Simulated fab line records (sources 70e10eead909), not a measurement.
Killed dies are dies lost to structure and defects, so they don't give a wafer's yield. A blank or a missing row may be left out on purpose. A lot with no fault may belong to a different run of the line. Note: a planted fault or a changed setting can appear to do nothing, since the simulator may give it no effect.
fab line records + flow nand_harc
record:
- lots: 15
- wafers: 45
- last_day: 24
route steps=1159 shown A_CONTACT@920
lots that met no fault: taken from a fault-free run of the same line
start_h: the number of hours between the record's first day and the start of the first shown wafer of the lot + wait_h: hours since the lot's step before + " unchanged from the row above + L1.1+2: a row that stands for several wafers + - value missing, or start not given + * or withheld: withheld + < > ~ a bound
route shown NAME@n: NAME is a module with steps in the file, n the number in the route of the first one + usual: mean and standard deviation over wafers with no fault + same: alike in all rows + chamber/n: place in a boat + sites: each site's reading + _std_site: the standard deviation of these + _edge_site: mean of outer sites minus mean of inner sites + radius_mm: how far each site lies from the wafer's centre + mask NAME#n: copy n + behind: the tool/chamber that last shaped the wafer + hold: why the lot was held/for how many hours/how that ended + device: the n, p or np transistor that did not switch + end of line: the same wafers' tests at the end of the route + step lacking rows: just its recipe + killed: dies lost to structure and defects at the first sort, not the wafer's yield + map: dies across one wafer; x = killed, . = not, _ = none there
set.NAME: the setting that was run; set.NAME@STEP: the one run at that earlier step + model.NAME: the simulator's own value behind a step, which no gauge read
one table for each step of the route and one row for each wafer, over a sample of lots
services: a tool's chamber out of use, with start hour (start_h, from the record's first day; less than 0 if before it), hours out, and reason
== steps ==
step: NHARC_A_CONTACT_ETCH_106
recipe:
- target_depth_a: 600
- overetch_a: 60
- time_s: 33
- ion_energy_ev: 100
- cf4_flow_sccm: 80
- o2_flow_sccm: 20
- ar_flow_sccm: 0
- rf_w: 300
- bias_w: 100
- chemistry: CF4/O2
usual:
- drypump_motor_current_A: 5.9/0.38
- oes_product_au: 1.004/0.01
- rf_vpp_V: 197.1/1.1
- showerhead_plenum_p_Torr: 1.30/0.036
- throttle_valve_pct: 13.397/0.0087
| lot.wafer | tool        | chamber | start_h | wait_h | drypump_motor_current_A | oes_product_au | rf_hours_counter_h | rf_vpp_V | showerhead_plenum_p_Torr | throttle_valve_pct |
|-----------|-------------|---------|---------|--------|-------------------------|----------------|--------------------|----------|--------------------------|--------------------|
| L854.3    | rie_diel-03 | 2       | 369.37  | 0.1    | 5.5                     | 0.995          | 51                 | 195.4    | 1.26                     | 13.392             |
| L854.4    | "           | 1       | "       | "      | 6.0                     | 1.001          | 53                 | 196.8    | 1.28                     | 13.396             |
| L854.5    | "           | 2       | "       | "      | 5.5                     | 1.009          | -                  | 195.9    | 1.26                     | 13.397             |
| L855.2    | rie_diel-06 | 0       | 378.82  | 0.1    | 5.9                     | 1.008          | 26                 | 196.7    | 1.29                     | 13.396             |
| L855.3    | "           | 1       | "       | "      | 5.7                     | 1.013          | 27                 | 197.4    | 1.32                     | 13.411             |
| L855.6    | "           | 3       | "       | "      | 5.7                     | 0.997          | -                  | 197.8    | 1.36                     | 13.391             |
| L857.2    | rie_diel-06 | 2       | 385.68  | 0.1    | 6.5                     | 0.986          | 23                 | 197.8    | 1.31                     | 13.400             |
| L857.4    | "           | 0       | "       | "      | 5.9                     | 1.016          | 27                 | 197.1    | 1.29                     | 13.393             |
| L857.5    | "           | 2       | "       | "      | 6.5                     | 1.001          | -                  | 197.0    | 1.31                     | 13.404             |
| L856.3    | rie_diel-06 | 3       | 394.10  | 0.1    | 5.7                     | 0.996          | 27                 | 200.7    | 1.36                     | 13.398             |
| L856.2    | "           | 1       | "       | "      | 5.7                     | 1.014          | 30                 | 197.0    | 1.32                     | 13.409             |
| L856.4    | "           | 2       | "       | "      | 6.5                     | 0.992          | 25                 | 197.9    | 1.31                     | 13.405             |
| L859.1    | rie_diel-06 | 3       | 400.05  | 0.1    | 5.7                     | 0.997          | 28                 | 199.2    | 1.36                     | 13.396             |
| L859.2    | "           | 0       | "       | "      | 5.9                     | 1.014          | 31                 | 195.8    | 1.29                     | 13.392             |
| L859.5    | "           | 3       | "       | "      | 5.7                     | 0.995          | -                  | 198.5    | 1.36                     | 13.400             |
| L858.2    | rie_diel-08 | 1       | 401.69  | 0.1    | 5.9                     | 1.018          | 30                 | 197.4    | 1.28                     | 13.391             |
| L858.1    | "           | 3       | "       | "      | 5.6                     | 0.994          | 34                 | 196.0    | 1.29                     | 13.412             |
| L858.6    | "           | 2       | "       | "      | 6.4                     | 1.005          | -                  | 199.0    | 1.35                     | 13.395             |
| L860.3    | rie_diel-08 | 0       | 405.34  | 0.1    | 6.3                     | 0.992          | 32                 | 194.6    | 1.25                     | 13.388             |
| L860.1    | "           | 2       | "       | "      | 6.5                     | 0.996          | 32                 | 198.5    | 1.35                     | 13.392             |
| L860.6    | "           | 1       | "       | "      | 5.9                     | 1.008          | -                  | 196.7    | 1.28                     | 13.403             |
| L861.4    | rie_diel-08 | 0       | 421.48  | 0.1    | 6.2                     | 0.999          | 37                 | 196.1    | 1.25                     | 13.401             |
| L861.2    | "           | 1       | "       | "      | 5.9                     | 1.010          | 36                 | 197.4    | 1.28                     | 13.386             |
| L861.1    | "           | 3       | "       | "      | 5.6                     | 0.992          | 35                 | 198.5    | 1.29                     | 13.381             |
| L862.1    | rie_diel-06 | 2       | 435.14  | 0.1    | 6.5                     | 0.991          | 1                  | 197.8    | 1.31                     | 13.400             |
| L862.4    | "           | 3       | "       | "      | 5.6                     | 0.996          | 1                  | 198.5    | 1.36                     | 13.396             |
| L862.5    | "           | 3       | "       | "      | 5.7                     | 0.997          | -                  | 200.0    | 1.36                     | 13.396             |
| L865.2    | rie_diel-08 | 2       | 446.45  | 0.1    | 6.4                     | 0.995          | 50                 | 197.1    | 1.35                     | 13.404             |
| L865.4    | "           | 3       | "       | "      | 5.6                     | 0.998          | 46                 | 196.1    | 1.29                     | 13.400             |
| L865.5    | "           | 2       | "       | "      | 6.4                     | 0.997          | -                  | 198.1    | 1.35                     | 13.406             |
| L863.3    | rie_diel-06 | 0       | 451.20  | 0.1    | 5.9                     | 1.010          | 4                  | 195.5    | 1.29                     | 13.398             |
| L863.2    | "           | 2       | "       | "      | 6.5                     | 1.006          | 4                  | 196.4    | 1.31                     | 13.397             |
| L863.6    | "           | 3       | "       | "      | 5.6                     | 0.994          | -                  | 197.6    | 1.36                     | 13.401             |
| L867.4    | rie_diel-03 | 3       | 460.77  | 0.1    | 5.2                     | 1.014          | 22                 | 197.4    | 1.29                     | 13.411             |
| L867.1    | "           | 1       | "       | "      | 6.0                     | 1.001          | 22                 | 198.9    | 1.27                     | 13.393             |
| L867.2    | "           | 2       | "       | "      | 5.6                     | 1.005          | 20                 | 195.4    | 1.25                     | 13.411             |
| L868.3    | rie_diel-08 | 3       | 464.60  | 0.1    | 5.5                     | 0.989          | 52                 | 197.8    | 1.28                     | 13.409             |
| L868.4    | "           | 3       | "       | "      | 5.6                     | 1.000          | -                  | 196.8    | 1.28                     | 13.386             |
| L868.5    | "           | 1       | "       | "      | 5.9                     | 1.003          | -                  | 197.1    | 1.28                     | 13.399             |
| L869.2    | rie_diel-08 | 3       | 467.47  | 0.1    | 5.5                     | 0.992          | 53                 | 196.5    | 1.28                     | 13.380             |
| L869.6    | "           | 1       | "       | "      | 5.9                     | 0.999          | -                  | 196.9    | 1.28                     | 13.392             |
| L869.4    | "           | 0       | "       | "      | 6.2                     | 0.992          | -                  | 196.8    | 1.25                     | 13.381             |
| L877.4    | rie_diel-06 | 0       | 518.71  | 0.1    | 6.0                     | 1.011          | 19                 | 196.2    | 1.29                     | 13.410             |
| L877.3    | "           | 1       | "       | "      | 5.7                     | 1.020          | 19                 | 196.0    | 1.31                     | 13.406             |
| L877.5    | "           | 0       | "       | "      | 5.9                     | 1.012          | -                  | 196.5    | 1.29                     | 13.398             |
step: NHARC_A_CONTACT_STRIP_82
recipe:
- o2_flow_sccm: 500
- ar_flow_sccm: 0
- bias_w: 0
- chemistry: O2
usual:
- drypump_motor_current_A: 5.9/0.38
- oes_product_au: 1.005/0.013
- rf_vpp_V: 57.4/0.89
- showerhead_plenum_p_Torr: 3.43/0.086
- throttle_valve_pct: 17.037/0.0086
| lot.wafer | tool        | chamber | start_h | wait_h | drypump_motor_current_A | oes_product_au | rf_hours_counter_h | rf_vpp_V | showerhead_plenum_p_Torr | throttle_valve_pct |
|-----------|-------------|---------|---------|--------|-------------------------|----------------|--------------------|----------|--------------------------|--------------------|
| L854.4    | rie_diel-03 | 1       | -       | -      | 6.0                     | 1.000          | 53                 | 58.5     | 3.38                     | 17.027             |
| L854.3    | "           | 3       | "       | "      | 5.3                     | 1.011          | 49                 | 57.7     | 3.44                     | 17.041             |
| L854.5    | "           | 2       | "       | "      | 5.6                     | 1.001          | -                  | 57.1     | 3.34                     | 17.023             |
| L855.3    | rie_diel-06 | 1       | -       | -      | 5.7                     | 1.004          | 27                 | 57.3     | 3.48                     | 17.034             |
| L855.2    | "           | 0       | "       | "      | 5.9                     | 1.009          | 26                 | 58.3     | 3.42                     | 17.038             |
| L855.6    | "           | 1       | "       | "      | 5.7                     | 1.008          | -                  | 58.2     | 3.48                     | 17.035             |
| L857.2    | rie_diel-06 | 2       | -       | -      | 6.6                     | 0.985          | 23                 | 57.7     | 3.47                     | 17.047             |
| L857.4    | "           | 3       | "       | "      | 5.7                     | 1.000          | 25                 | 56.9     | 3.59                     | 17.026             |
| L857.5    | "           | 1       | "       | "      | 5.7                     | 1.004          | -                  | 57.1     | 3.48                     | 17.047             |
| L856.2    | rie_diel-06 | 0       | -       | -      | 6.0                     | 1.004          | 29                 | 56.6     | 3.42                     | 17.023             |
| L856.3    | "           | 1       | "       | "      | 5.7                     | 1.018          | 30                 | 57.3     | 3.48                     | 17.029             |
| L856.4    | "           | 2       | "       | "      | 6.6                     | 0.994          | 25                 | 57.8     | 3.47                     | 17.027             |
| L859.2    | rie_diel-06 | 2       | -       | -      | 6.5                     | 0.988          | 26                 | 59.7     | 3.47                     | 17.026             |
| L859.1    | "           | 3       | "       | "      | 5.7                     | 0.994          | 28                 | 57.6     | 3.59                     | 17.042             |
| L859.5    | "           | 2       | "       | "      | 6.5                     | 0.989          | -                  | 57.4     | 3.47                     | 17.025             |
| L858.2    | rie_diel-08 | 0       | -       | -      | 6.2                     | 0.993          | 31                 | 58.1     | 3.31                     | 17.041             |
| L858.1    | "           | 2       | "       | "      | 6.5                     | 1.002          | 32                 | 58.4     | 3.56                     | 17.017             |
| L858.6    | "           | 0       | "       | "      | 6.2                     | 0.992          | -                  | 58.0     | 3.31                     | 17.026             |
| L860.3    | rie_diel-08 | 1       | -       | -      | 5.9                     | 1.011          | 30                 | 58.8     | 3.40                     | 17.036             |
| L860.1    | "           | 0       | "       | "      | 6.2                     | 1.004          | 32                 | 56.9     | 3.31                     | 17.034             |
| L860.6    | "           | 2       | "       | "      | 6.5                     | 1.005          | -                  | 58.2     | 3.56                     | 17.024             |
| L861.2    | rie_diel-08 | 2       | -       | -      | 6.5                     | 1.001          | 38                 | 58.3     | 3.56                     | 17.045             |
| L861.4    | "           | 3       | "       | "      | 5.5                     | 0.985          | 36                 | 56.4     | 3.41                     | 17.025             |
| L861.1    | "           | 0       | "       | "      | 6.3                     | 0.994          | 37                 | 57.1     | 3.31                     | 17.038             |
| L862.1    | rie_diel-06 | 2       | -       | -      | 6.5                     | 0.998          | 1                  | 56.1     | 3.47                     | 17.044             |
| L862.4    | "           | 0       | "       | "      | 6.0                     | 1.012          | 1                  | 58.1     | 3.42                     | 17.037             |
| L862.5    | "           | 1       | "       | "      | 5.7                     | 1.027          | -                  | 57.3     | 3.48                     | 17.051             |
| L865.4    | rie_diel-08 | 3       | -       | -      | 5.6                     | 0.998          | 46                 | 57.5     | 3.40                     | 17.048             |
| L865.2    | "           | 1       | "       | "      | 5.9                     | 0.992          | 49                 | 57.4     | 3.39                     | 17.022             |
| L865.5    | "           | 3       | "       | "      | 5.6                     | 0.993          | -                  | 57.4     | 3.40                     | 17.035             |
| L863.2    | rie_diel-06 | 2       | -       | -      | 6.5                     | 1.015          | 4                  | 57.5     | 3.47                     | 17.045             |
| L863.3    | "           | 3       | "       | "      | 5.7                     | 1.005          | 4                  | 58.4     | 3.58                     | 17.047             |
| L863.6    | "           | 1       | "       | "      | 5.7                     | 1.044          | -                  | 56.8     | 3.48                     | 17.046             |
| L867.4    | rie_diel-03 | 0       | -       | -      | 6.5                     | 1.009          | 22                 | 56.2     | 3.28                     | 17.033             |
| L867.1    | "           | 1       | "       | "      | 6.0                     | 1.017          | 22                 | 57.2     | 3.37                     | 17.035             |
| L867.2    | "           | 2       | "       | "      | 5.6                     | 1.007          | 20                 | 56.8     | 3.32                     | 17.036             |
| L868.3    | rie_diel-08 | 1       | -       | -      | 5.9                     | 1.009          | 55                 | 57.9     | 3.39                     | 17.041             |
| L868.4    | "           | 0       | "       | "      | 6.3                     | 0.996          | -                  | 57.1     | 3.30                     | 17.038             |
| L868.5    | "           | 1       | "       | "      | 5.9                     | 1.005          | -                  | 57.3     | 3.39                     | 17.029             |
| L869.2    | rie_diel-08 | 1       | -       | -      | 5.9                     | 1.006          | 55                 | 57.5     | 3.39                     | 17.021             |
| L869.4    | "           | 0       | "       | "      | 6.2                     | 0.991          | -                  | 57.6     | 3.30                     | 17.044             |
| L869.6    | "           | 1       | "       | "      | 5.9                     | 0.998          | -                  | 57.2     | 3.38                     | 17.037             |
| L877.3    | rie_diel-06 | 1       | -       | -      | 5.7                     | 1.025          | 19                 | 57.2     | 3.47                     | 17.026             |
| L877.4    | "           | 3       | "       | "      | 5.6                     | 0.999          | 20                 | 58.1     | 3.58                     | 17.032             |
| L877.5    | "           | 2       | "       | "      | 6.5                     | 1.000          | -                  | 57.7     | 3.46                     | 17.034             |
step: NHARC_A_CONTACT_EXPOSE_05
recipe:
- na: 1.35
- sigma_outer: 0.8
- dose_mj: 84.24
- mask_id: A_CC
usual:
- exposure_dose_mJ_cm2: 84.22/0.088
- focus_offset_nm: 0.1/0.58
| lot.wafer | tool            | chamber | start_h | wait_h | mask   | exposure_dose_mJ_cm2 | focus_offset_nm |
|-----------|-----------------|---------|---------|--------|--------|----------------------|-----------------|
| L854.3    | arfi_scanner-03 | 0       | 373.69  | -      | A_CC#0 | 84.22                | 0.9             |
| L854.4    | "               | 0       | "       | "      | A_CC#0 | 84.18                | 0.4             |
| L854.5    | "               | 0       | "       | "      | A_CC#0 | 84.28                | 0.3             |
| L855.2    | arfi_scanner-02 | 0       | 383.69  | -      | A_CC#0 | 84.22                | -0.2            |
| L855.3    | "               | 0       | "       | "      | A_CC#0 | 84.12                | -0.3            |
| L855.6    | "               | 0       | "       | "      | A_CC#0 | 84.14                | -0.7            |
| L857.2    | arfi_scanner-01 | 0       | 388.20  | -      | A_CC#0 | 84.19                | -0.1            |
| L857.4    | "               | 0       | "       | "      | A_CC#0 | 84.27                | -0.5            |
| L857.5    | "               | 0       | "       | "      | A_CC#0 | 84.06                | 0.1             |
| L856.2    | arfi_scanner-03 | 0       | 396.83  | -      | A_CC#0 | 84.17                | 0.3             |
| L856.3    | "               | 0       | "       | "      | A_CC#0 | 84.37                | -0.3            |
| L856.4    | "               | 0       | "       | "      | A_CC#0 | 84.20                | -0.4            |
| L859.1    | arfi_scanner-03 | 0       | 402.40  | -      | A_CC#0 | 84.13                | 0.3             |
| L859.2    | "               | 0       | "       | "      | A_CC#0 | 84.15                | -0.3            |
| L859.5    | "               | 0       | "       | "      | A_CC#0 | 84.16                | 0.2             |
| L858.1    | arfi_scanner-02 | 0       | 405.13  | -      | A_CC#0 | 84.22                | 0.8             |
| L858.2    | "               | 0       | "       | "      | A_CC#0 | 84.14                | 0.3             |
| L858.6    | "               | 0       | "       | "      | A_CC#0 | 84.13                | -0.2            |
| L860.1    | arfi_scanner-02 | 0       | 407.74  | -      | A_CC#0 | 84.24                | -0.4            |
| L860.3    | "               | 0       | "       | "      | A_CC#0 | 84.33                | -1.2            |
| L860.6    | "               | 0       | "       | "      | A_CC#0 | 84.28                | -1.1            |
| L861.1    | arfi_scanner-01 | 0       | 423.97  | -      | A_CC#0 | 84.15                | -0.1            |
| L861.2    | "               | 0       | "       | "      | A_CC#0 | 84.10                | 0.4             |
| L861.4    | "               | 0       | "       | "      | A_CC#0 | 84.19                | 0.4             |
| L862.1    | arfi_scanner-03 | 0       | 437.70  | -      | A_CC#0 | 84.35                | 0.0             |
| L862.4    | "               | 0       | "       | "      | A_CC#0 | 84.20                | 0.5             |
| L862.5    | "               | 0       | "       | "      | A_CC#0 | 84.20                | 0.5             |
| L865.2    | arfi_scanner-01 | 0       | 450.31  | -      | A_CC#0 | 84.20                | 0.4             |
| L865.4    | "               | 0       | "       | "      | A_CC#0 | 84.08                | -0.4            |
| L865.5    | "               | 0       | "       | "      | A_CC#0 | 84.13                | 0.0             |
| L863.2    | arfi_scanner-02 | 0       | 455.79  | -      | A_CC#0 | 84.13                | 0.2             |
| L863.3    | "               | 0       | "       | "      | A_CC#0 | 84.26                | 1.2             |
| L863.6    | "               | 0       | "       | "      | A_CC#0 | 84.16                | 0.9             |
| L867.1    | arfi_scanner-02 | -       | 465.64  | -      | A_CC#0 | -                    | -               |
| L867.2    | "               | -       | "       | "      | A_CC#0 | -                    | -               |
| L867.4    | "               | -       | "       | "      | A_CC#0 | -                    | -               |
| L868.3    | arfi_scanner-02 | -       | 467.03  | -      | A_CC#0 | -                    | -               |
| L868.4    | "               | -       | "       | "      | A_CC#0 | -                    | -               |
| L868.5    | "               | -       | "       | "      | A_CC#0 | -                    | -               |
| L869.2    | arfi_scanner-03 | -       | 470.62  | -      | A_CC#0 | -                    | -               |
| L869.4    | "               | -       | "       | "      | A_CC#0 | -                    | -               |
| L869.6    | "               | -       | "       | "      | A_CC#0 | -                    | -               |
| L877.3    | arfi_scanner-02 | 0       | 522.91  | -      | A_CC#0 | 84.42                | -0.9            |
| L877.4    | "               | 0       | "       | "      | A_CC#0 | 84.39                | -0.3            |
| L877.5    | "               | 0       | "       | "      | A_CC#0 | 84.31                | 0.0             |
step: NHARC_A_CONTACT_DESCUM_13
recipe:
- time_s: 3
- o2_flow_sccm: 200
- ar_flow_sccm: 0
- bias_power_w: 0
- chemistry: O2
usual:
- drypump_motor_current_A: 5.9/0.38
- oes_product_au: 1.006/0.011
- rf_vpp_V: 57.5/0.93
- showerhead_plenum_p_Torr: 1.85/0.052
- throttle_valve_pct: 11.312/0.0091
| lot.wafer | tool        | chamber | start_h | wait_h | drypump_motor_current_A | oes_product_au | rf_hours_counter_h | rf_vpp_V | showerhead_plenum_p_Torr | throttle_valve_pct |
|-----------|-------------|---------|---------|--------|-------------------------|----------------|--------------------|----------|--------------------------|--------------------|
| L854.3    | rie_diel-03 | 0       | 374.05  | 0.1    | 6.5                     | 1.006          | 53                 | 56.9     | 1.78                     | 11.316             |
| L854.4    | "           | 1       | "       | "      | 6.0                     | 1.007          | 54                 | 57.3     | 1.83                     | 11.315             |
| L854.5    | "           | 2       | "       | "      | 5.6                     | 1.003          | -                  | 56.5     | 1.80                     | 11.307             |
| L855.3    | rie_diel-03 | 0       | 384.03  | 0.1    | 6.5                     | 1.005          | 56                 | 57.5     | 1.78                     | 11.318             |
| L855.2    | "           | 2       | "       | "      | 5.6                     | 1.003          | 54                 | 58.3     | 1.80                     | 11.311             |
| L855.6    | "           | 0       | "       | "      | 6.5                     | 1.007          | -                  | 56.8     | 1.78                     | 11.315             |
| L857.4    | rie_diel-06 | 0       | 388.52  | 0.1    | 6.0                     | 1.007          | 27                 | 58.1     | 1.85                     | 11.321             |
| L857.2    | "           | 1       | "       | "      | 5.7                     | 1.016          | 28                 | 56.2     | 1.89                     | 11.303             |
| L857.5    | "           | 0       | "       | "      | 6.0                     | 1.015          | -                  | 59.1     | 1.85                     | 11.317             |
| L856.3    | rie_diel-06 | 3       | 397.37  | 0.3    | 5.7                     | 0.994          | 27                 | 56.5     | 1.95                     | 11.308             |
| L856.2    | "           | 0       | "       | "      | 5.9                     | 1.011          | 29                 | 57.4     | 1.85                     | 11.303             |
| L856.4    | "           | 1       | "       | "      | 5.7                     | 1.014          | 30                 | 58.1     | 1.88                     | 11.305             |
| L859.1    | rie_diel-06 | 3       | 402.73  | 0.1    | 5.7                     | 0.998          | 28                 | 55.7     | 1.95                     | 11.299             |
| L859.2    | "           | 1       | "       | "      | 5.7                     | 1.018          | 32                 | 57.3     | 1.88                     | 11.319             |
| L859.5    | "           | 3       | "       | "      | 5.7                     | 0.999          | -                  | 59.1     | 1.95                     | 11.318             |
| L858.2    | rie_diel-03 | 2       | 405.46  | 0.1    | 5.6                     | 1.004          | 1                  | 58.2     | 1.80                     | 11.308             |
| L858.1    | "           | 1       | "       | "      | 6.0                     | 1.012          | 1                  | 57.8     | 1.82                     | 11.319             |
| L858.6    | "           | 2       | "       | "      | 5.6                     | 1.000          | -                  | 55.9     | 1.80                     | 11.312             |
| L860.3    | rie_diel-03 | 2       | 408.08  | 0.1    | 5.6                     | 1.007          | 1                  | 56.5     | 1.80                     | 11.309             |
| L860.1    | "           | 3       | "       | "      | 5.3                     | 1.034          | 1                  | 56.6     | 1.86                     | 11.322             |
| L860.6    | "           | 0       | "       | "      | 6.5                     | 1.005          | -                  | 57.4     | 1.78                     | 11.307             |
| L861.4    | rie_diel-03 | 1       | 424.30  | 0.1    | 6.0                     | 1.025          | 7                  | 58.2     | 1.82                     | 11.301             |
| L861.2    | "           | 2       | "       | "      | 5.6                     | 1.009          | 7                  | 56.2     | 1.80                     | 11.315             |
| L861.1    | "           | 0       | "       | "      | 6.5                     | 1.007          | 7                  | 56.9     | 1.78                     | 11.309             |
| L862.1    | rie_diel-06 | 3       | 438.04  | 0.1    | 5.7                     | 0.994          | 2                  | 58.3     | 1.95                     | 11.305             |
| L862.4    | "           | 0       | "       | "      | 6.0                     | 1.014          | 2                  | 59.0     | 1.85                     | 11.299             |
| L862.5    | "           | 0       | "       | "      | 6.0                     | 1.013          | -                  | 56.2     | 1.85                     | 11.314             |
| L865.4    | rie_diel-03 | 3       | 450.65  | 0.1    | 5.3                     | 1.024          | 18                 | 58.0     | 1.85                     | 11.303             |
| L865.2    | "           | 2       | "       | "      | 5.6                     | 1.007          | 16                 | 57.5     | 1.79                     | 11.318             |
| L865.5    | "           | 3       | "       | "      | 5.3                     | 1.025          | -                  | 58.0     | 1.86                     | 11.322             |
| L863.2    | rie_diel-06 | 2       | 456.12  | 0.1    | 6.6                     | 1.002          | 5                  | 57.1     | 1.88                     | 11.295             |
| L863.3    | "           | 3       | "       | "      | 5.6                     | 0.997          | 5                  | 58.6     | 1.95                     | 11.304             |
| L863.6    | "           | 2       | "       | "      | 6.6                     | 0.998          | -                  | 56.6     | 1.88                     | 11.321             |
| L867.2    | rie_diel-08 | 1       | 465.97  | 0.1    | 5.9                     | 0.996          | 55                 | 57.3     | 1.83                     | 11.329             |
| L867.1    | "           | 0       | "       | "      | 6.2                     | 0.984          | 54                 | 56.5     | 1.78                     | 11.318             |
| L867.4    | "           | 1       | "       | "      | 5.9                     | 1.006          | -                  | 58.7     | 1.83                     | 11.296             |
| L868.4    | rie_diel-06 | 0       | 467.36  | 0.1    | 5.9                     | 0.997          | 9                  | 58.5     | 1.85                     | 11.313             |
| L868.3    | "           | 1       | "       | "      | 5.7                     | 1.019          | 8                  | 58.0     | 1.88                     | 11.311             |
| L868.5    | "           | 3       | "       | "      | 5.7                     | 0.996          | -                  | 57.1     | 1.94                     | 11.315             |
| L869.2    | rie_diel-08 | 1       | 470.94  | 0.1    | 5.9                     | 1.004          | 57                 | 58.2     | 1.83                     | 11.292             |
| L869.6    | "           | 1       | "       | "      | 5.9                     | 0.993          | -                  | 56.5     | 1.83                     | 11.318             |
| L869.4    | "           | 3       | "       | "      | 5.5                     | 0.996          | -                  | 57.1     | 1.84                     | 11.308             |
| L877.3    | rie_diel-08 | 3       | 523.23  | 0.1    | 5.5                     | 1.000          | 13                 | 57.1     | 1.83                     | 11.323             |
| L877.4    | "           | 2       | "       | "      | 6.5                     | 1.011          | 15                 | 58.6     | 1.92                     | 11.306             |
| L877.5    | "           | 3       | "       | "      | 5.5                     | 1.001          | -                  | 56.9     | 1.83                     | 11.299             |
== services ==
| tool            | chamber | start_h | hours | kind   |
|-----------------|---------|---------|-------|--------|
| arfi_scanner-01 | -       | 348.11  | 0.5   | repair |
| rie_diel-06     | 0       | 348.26  | -     | clean  |
| rie_diel-06     | 1       | 348.26  | -     | clean  |
| rie_diel-06     | 2       | 348.26  | -     | clean  |
| rie_diel-06     | 3       | 348.26  | -     | clean  |
| arfi_scanner-01 | -       | 350.74  | 1.9   | repair |
| rie_diel-06     | 2       | 363.74  | 8.6   | repair |
| arfi_scanner-02 | -       | 364.30  | 4.1   | repair |
| arfi_scanner-01 | -       | 368.00  | 4.0   | pm     |
| rie_diel-06     | 0       | 372.78  | -     | clean  |
| rie_diel-06     | 2       | 372.95  | 7.0   | repair |
| rie_diel-03     | -       | 392.49  | 9.0   | pm     |
| arfi_scanner-03 | -       | 397.32  | 0.9   | repair |
| rie_diel-08     | 3       | 412.25  | 7.3   | repair |
| rie_diel-06     | -       | 418.25  | 9.0   | pm     |
| rie_diel-08     | 0       | 425.33  | 4.7   | repair |
| arfi_scanner-02 | -       | 428.00  | 4.0   | pm     |
| rie_diel-03     | 2       | 435.96  | 5.0   | repair |
| rie_diel-08     | 2       | 457.24  | 16.9  | repair |
| arfi_scanner-03 | -       | 469.51  | 0.6   | repair |
| rie_diel-08     | -       | 478.95  | 9.0   | pm     |
| arfi_scanner-03 | -       | 484.00  | 4.0   | pm     |
| rie_diel-06     | 2       | 496.83  | 10.5  | repair |
| rie_diel-08     | 0       | 501.98  | 4.2   | repair |
== key ==
first_sign:
- step: NHARC_A_CONTACT_EXPOSE_05
- reading: tool_record
- direction: missing
effect none on later readings
met_at NHARC_A_CONTACT_EXPOSE_05
struck_lots L867,L868,L869
later_rows_left_out L867.1,L867.2,L867.4,L868.3,L868.4,L868.5,L869.2,L869.4,L869.6
sort_left_out L867.1,L867.2,L867.4,L868.3,L868.4,L868.5,L869.2,L869.4,L869.6
tester_left_out L867,L868,L869
not_acting_at NHARC_A_CONTACT_ETCH_106,NHARC_A_CONTACT_STRIP_82,NHARC_A_CONTACT_DESCUM_13
onset_between 455.79 465.64
fault:
- kind: skipped_step_whole
- tool: arfi_scanner-02,arfi_scanner-03
- chamber: -
- onset_h: 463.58
- steps: NHARC_A_CONTACT_EXPOSE_05
- scope: struck_lots_only
tester_left_out: of these lots the tester's yield and bins aren't shown, on N5 and GAA mostly nor the transistor test; their killed dies are dies lost to structure and defects alone, not to doping, threshold or leakage, so they don't give the yield
sort_left_out: the simulated sort isn't trusted on such a fault, so these wafers' sort isn't shown, and their yield isn't known
later_rows_left_out: the simulator's readings of these wafers behind a module that went badly wrong aren't trusted and aren't shown, but for the sort
